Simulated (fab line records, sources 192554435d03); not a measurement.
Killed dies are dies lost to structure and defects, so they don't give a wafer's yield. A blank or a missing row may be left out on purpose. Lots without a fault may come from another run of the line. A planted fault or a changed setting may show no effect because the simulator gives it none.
Split-lot experiment | flow n5_finfet | 7 lots, 21 wafers read, on a route of 1938 steps

THE SPLIT
At N5_BEOL_M8_PECVD_70 (deposits SiO2 from TEOS/O2, target thk 20 nm, time 22.7 s), the setting time_s was moved away from the recipe's 22.7 s on 5 of the 21 wafers read, by -13.7% to +10.6%. The other wafers ran this setting at the recipe's value.

FROM THE SPLIT TO THE READING: what the file shows between them, 10 steps
- N5_BEOL_M8_EXPOSE_08: exposes mask M8 (also split here: dose_mj)
- N5_BEOL_M8_PEB_09: peb time 60 s
- N5_BEOL_M8_DEVELOP_10: develop time 30 s
- N5_BEOL_M8_CD_MEAS_11: target cd 38.5 nm
- N5_BEOL_M8_DESCUM_16: chemistry O2, time 7.9 s
- N5_BEOL_M8_ETCH_61: etches SiARC in CF4, target depth 45.5 nm, time 75.8 s
- N5_BEOL_M8_ETCH_62: etches SOC in N2/H2, target depth 110 nm, overetch 22 nm, time 165 s
- N5_BEOL_M8_STRIP_68: strips in N2/H2
- N5_BEOL_M8_HM_OPEN_17: chemistry Cl2/BCl3, target TiN, target depth 20 nm, overetch 6 nm
- N5_BEOL_M8_STRIP_19: strips in O2

THE READING
cd_nm, in nm, at N5_BEOL_M8_CD_MEAS_18 (pitch 80 nm, target cd 40 nm). Fault-free wafers of this fab line usually give 40.3 nm, standard deviation 0.69 nm.

wafer  | tool, chamber at the split | time_s as run, s | against the recipe | cd_nm, nm | against lot-mates on the recipe
L076.3 | pecvd-02, 2                | 22.7             | recipe             | 41.6      | -
L076.4 | pecvd-02, 2                | 22.7             | recipe             | 40.9      | -
L076.6 | pecvd-02, 0                | 22.7             | recipe             | 40.2      | -
L079.1 | pecvd-01, 1                | 22.7             | recipe             | 40.5      | -
L079.4 | pecvd-01, 0                | 22.7             | recipe             | 40.5      | -
L079.6 | pecvd-01, 0                | 22.7             | recipe             | 40.2      | -
L086.1 | pecvd-02, 0                | 25.1             | +10.6%             | 39.3      | -4.0
L086.2 | pecvd-02, 2,1              | 22.7             | recipe             | 42.9      | -
L086.3 | pecvd-02, 2,1              | 22.7             | recipe             | 43.6      | -
L091.1 | pecvd-02, 2,1              | 22.7             | recipe             | 41.2      | -
L091.2 | pecvd-02, 1                | 22.7             | recipe             | 40.0      | -
L091.4 | pecvd-02, 2,1              | 22.7             | recipe             | 39.6      | -
L094.1 | pecvd-01, 0                | 22.7             | recipe             | 41.4      | -
L094.2 | pecvd-01, 2,0              | 24.4             | +7.5%              | 40.7      | -0.7
L094.6 | pecvd-01, 2,0              | 24.4             | +7.5%              | 41.7      | +0.3
L092.2 | pecvd-04, 1                | 22.7             | recipe             | 37.1      | -
L092.4 | pecvd-04, 0                | 22.7             | recipe             | 38.1      | -
L092.6 | pecvd-04, 1                | 22.7             | recipe             | 37.9      | -
L096.1 | pecvd-04, 1                | 22.7             | recipe             | 35.0      | -
L096.2 | pecvd-04, 2,0              | 19.6             | -13.7%             | 39.7      | +4.7
L096.6 | pecvd-04, 2,0              | 19.6             | -13.7%             | 40.0      | +5.0
Where a row lists several chambers, the file gives one row for several wafers and doesn't say which wafer went through which chamber.

THE FIT
A straight line over all 21 wafers: cd_nm changes by +0.0249 nm for each +1% of time_s; r = +0.07; the points scatter about the line by 2 nm.
The same after taking each lot's own level away (the mean of its wafers on the recipe; 21 wafers): -0.296 nm for each +1%; r = -0.90; scatter 0.82 nm.
On that fit, the largest move of time_s shifts the reading by 4 nm.
The lots' own levels span 35.00 to 43.25 nm, that is 12.0 times the standard deviation above.
So the lot-to-lot level blurs the effect unless lot-mates are compared.
Check: with one of the wafers moved furthest among these (-13.7%) left out of the fit, the line predicts +4.04 nm for it against its lot-mates. It came out at +4.7 nm against them.

OTHER SPLITS ON THESE WAFERS
These wafers also went through other splits before the reading. Each is held against what the fit with the lots' levels taken away leaves over:
other split on the same wafers   | wafers away from the commonest value | r with cd_nm (lot level and that fit taken away)
N5_BEOL_M6_EXPOSE_25 dose_mj     | 7                                    | +0.31
N5_BEOL_M6_TRENCH_ETCH_37 bias_w | 9                                    | +0.27
N5_BEOL_M6_ETCH_41 time_s        | 8                                    | -0.08
N5_BEOL_M8_EXPOSE_08 dose_mj     | 9                                    | +0.11

THE WHOLE CHAIN: every reading that the file lists as answering this split, in the file's order
step                  | what it does                                              | reading                                                                          | change (the file's fit)               | r (the file's)
N5_BEOL_M8_PECVD_70   | deposits SiO2 from TEOS/O2, target thk 20 nm, time 22.7 s | SiO2_of_BEOL_M8_PECVD_70.thk_nm (the simulator's own value, which no gauge read) | +0.178 nm for each +1% of the setting | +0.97
N5_BEOL_M8_CD_MEAS_11 | target cd 38.5 nm                                         | cd_nm                                                                            | -0.241 nm for each +1% of the setting | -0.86
N5_BEOL_M8_ETCH_61    | etches SiARC in CF4, target depth 45.5 nm, time 75.8 s    | BEOL_M8.cd_offset_nm (the simulator's own value, which no gauge read)            | -0.256 nm for each +1% of the setting | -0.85
N5_BEOL_M8_CD_MEAS_18 | pitch 80 nm, target cd 40 nm                              | cd_nm                                                                            | -0.313 nm for each +1% of the setting | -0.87

THE FILE'S OWN FIT
cd_nm changes by -0.313 nm for each +1% of time_s, r = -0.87.
